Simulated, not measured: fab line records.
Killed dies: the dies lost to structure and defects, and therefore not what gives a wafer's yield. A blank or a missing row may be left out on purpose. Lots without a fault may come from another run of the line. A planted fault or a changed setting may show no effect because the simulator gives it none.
Matching of chambers / flow n5Finfet / N5_MOL_CONTACT_COAG_ALD_27 on aldSin-02: 4 sister chambers
The step deposits SiOC, target thk 17 nm, pulse time 1.5 s, time 2720 s. 8 wafers are shown with their chamber, then 9 later ones without.

== EACH WAFER AND ITS CHAMBER ==
wafer=L077.5; chamber=0; heaterPowerW (W)=893; precursorPulseHeightRel=1.017
wafer=L085.5; chamber=2; heaterPowerW (W)=825; precursorPulseHeightRel=1.024
wafer=L087.3; chamber=1; heaterPowerW (W)=1028; precursorPulseHeightRel=0.965
wafer=L087.4; chamber=3; heaterPowerW (W)=738; precursorPulseHeightRel=1.009
wafer=L087.6; chamber=3; heaterPowerW (W)=722; precursorPulseHeightRel=1.035
wafer=L089.1; chamber=1; heaterPowerW (W)=965; precursorPulseHeightRel=0.995
wafer=L089.2; chamber=2; heaterPowerW (W)=813; precursorPulseHeightRel=1.036
wafer=L089.4; chamber=0; heaterPowerW (W)=876; precursorPulseHeightRel=0.982

== WAFERS WITH NO CHAMBER GIVEN ==
wafer=L090.3; heaterPowerW (W)=862; precursorPulseHeightRel=1.020
wafer=L090.4; heaterPowerW (W)=821; precursorPulseHeightRel=1.005
wafer=L090.6; heaterPowerW (W)=985; precursorPulseHeightRel=1.036
wafer=L093.2; heaterPowerW (W)=697; precursorPulseHeightRel=1.016
wafer=L093.5; heaterPowerW (W)=955; precursorPulseHeightRel=0.986
wafer=L093.6; heaterPowerW (W)=866; precursorPulseHeightRel=1.005
wafer=L094.1; heaterPowerW (W)=699; precursorPulseHeightRel=1.017
wafer=L094.4; heaterPowerW (W)=807; precursorPulseHeightRel=0.994
wafer=L094.6; heaterPowerW (W)=705; precursorPulseHeightRel=0.977

== CHAMBER TAKEN BY EACH ==
wafer=L090.3; from the rows above=can't be placed: 0 or 2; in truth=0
wafer=L090.4; from the rows above=can't be placed: 2 or 0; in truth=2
wafer=L090.6; from the rows above=can't be placed: 1 or 0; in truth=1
wafer=L093.2; from the rows above=3; in truth=3
wafer=L093.5; from the rows above=can't be placed: 1 or 0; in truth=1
wafer=L093.6; from the rows above=can't be placed: 0 or 2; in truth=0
wafer=L094.1; from the rows above=3; in truth=3
wafer=L094.4; from the rows above=can't be placed: 2 or 0 or 3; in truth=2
wafer=L094.6; from the rows above=3; in truth=3
Correct placement for 3 of the 9. Unplaceable from these rows: 6, with the true chamber sitting among the candidates in 6. Wrongly placed: 0.
How it was worked out, from the rows above alone: a wafer's distance from a chamber is the root of the sum, over the readings, of the square of ((its reading less the chamber's mean) divided by the reading's scatter). The wafer belongs to the nearest chamber; if the next one is less than 2 further off, it can't be placed. A chamber's mean is the mean of its shown wafers. The scatter: take each reading less its chamber's mean, square it, sum over the shown wafers, divide by the number of wafers less the number of chambers, and take the root.
